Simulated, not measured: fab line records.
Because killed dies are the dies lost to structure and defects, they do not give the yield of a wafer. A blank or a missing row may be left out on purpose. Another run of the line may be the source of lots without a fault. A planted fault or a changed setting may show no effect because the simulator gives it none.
What tool caused it? + flow n5_finfet + 36 wafers from 12 lots sampled at 4 of the route's 1938 steps

## WHAT THE GAUGES SHOWED, per wafer
N5_BEOL_M3_THK_MEAS_01.
| lot  | measured     | on            | M3_ILD_THK (nm) |
|------|--------------|---------------|-----------------|
| L077 | day 7 18:12  | film_metro-01 | 78.2 80.7 79.6  |
| L075 | day 7 23:16  | film_metro-01 | 77.5 79.5 80.0  |
| L080 | day 8 05:34  | film_metro-02 | 78.8 79.7 79.6  |
| L081 | day 8 13:14  | film_metro-01 | 78.2 79.3 79.9  |
| L083 | day 9 08:30  | film_metro-02 | 80.1 79.0 78.7  |
| L086 | day 10 09:26 | film_metro-01 | 77.8 78.9 80.4  |
| L087 | day 10 12:42 | film_metro-01 | 78.6 77.9 79.4  |
| L090 | day 10 19:11 | film_metro-02 | 77.3 79.4 79.3  |
| L091 | day 11 06:59 | film_metro-01 | 78.6 78.2 79.3  |
| L093 | day 12 03:22 | film_metro-01 | 77.9 79.0 79.3  |
| L095 | day 12 08:26 | film_metro-02 | 79.4 79.4 78.7  |
| L097 | day 12 19:13 | film_metro-01 | 80.0 80.1 79.1  |

## EACH LOT AND THE TOOL THAT RAN IT (in order: tool; ch and the chambers of the sampled wafers; start)
| lot  | N5_BEOL_M2_ETCHBACK_99             | N5_BEOL_M2_ANNEAL_82         | N5_BEOL_M2_CO_CAP_55             |
|------|------------------------------------|------------------------------|----------------------------------|
| L077 | rie_diel-05 ch 0,3, day 7 13:55    | pvd_sputter-02, day 7 15:38  | cvd_co-02 ch 1,2, day 7 17:46    |
| L075 | rie_diel-05 ch 1,3, day 7 16:44    | pvd_sputter-03, day 7 20:47  | cvd_co-01 ch 0,1,2, day 7 22:58  |
| L080 | rie_diel-02 ch 0,2,3, day 8 01:15  | pvd_sputter-01, day 8 03:08  | cvd_co-01 ch 0,2, day 8 05:15    |
| L081 | rie_diel-05 ch 0,3, day 8 08:31    | pvd_sputter-02, day 8 10:49  | cvd_co-02 ch 0,1,2, day 8 12:56  |
| L083 | rie_diel-04 ch 1,2,3, day 9 04:02  | pvd_sputter-02, day 9 06:05  | cvd_co-02 ch 1,2, day 9 08:11    |
| L086 | rie_diel-02 ch 0,1,2, day 10 05:06 | pvd_sputter-03, day 10 06:58 | cvd_co-01 ch 0,1,2, day 10 09:05 |
| L087 | rie_diel-05 ch 2,3, day 10 08:23   | pvd_sputter-01, day 10 10:11 | cvd_co-01 ch 0,2, day 10 12:22   |
| L090 | rie_diel-04 ch 0,1,2, day 10 14:32 | pvd_sputter-01, day 10 16:45 | cvd_co-02 ch 1,2, day 10 18:52   |
| L091 | rie_diel-04 ch 0,2,3, day 11 01:31 | pvd_sputter-02, day 11 04:34 | cvd_co-02 ch 0,1, day 11 06:40   |
| L093 | rie_diel-02 ch 0,1,3, day 11 21:38 | pvd_sputter-02, day 12 00:55 | cvd_co-02 ch 0,1,2, day 12 03:01 |
| L095 | rie_diel-04 ch 2,3, day 12 02:19   | pvd_sputter-03, day 12 05:55 | cvd_co-01 ch 1,2, day 12 08:06   |
| L097 | rie_diel-02 ch 0,2,3, day 12 13:39 | pvd_sputter-02, day 12 16:46 | cvd_co-01 ch 0,1,2, day 12 18:54 |
- N5_BEOL_M2_ETCHBACK_99: etches SiO2 in CHF3, target depth 5 nm, time 10.4 s.
- N5_BEOL_M2_ANNEAL_82: time 240 s.
- N5_BEOL_M2_CO_CAP_55: material Co, precursor CCTBA/H2, target thk 2 nm, time 102.1 s.

## THE ANSWER, worked out from the rows above alone
Rule: the lots themselves supply what counts as usual. Put in order of their means at a reading, lots are off if they are a third of the lots or fewer, leave a main group of 4 or more, and stand apart from it by a gap of 3 or more times the standard deviation of the main group's means; of several such gaps the widest counts. The tables above print the reading to a certain number of digits; a main group whose means all agree to those digits is not used. A lot without any number at a reading at which 4 lots or more have one is off too. Where the step has rows for the other lots, those lots are counted as sound.
Nothing can be told from this: no lot is off at any reading shown.

## WHAT HAD BEEN PUT IN BY THE SIMULATOR
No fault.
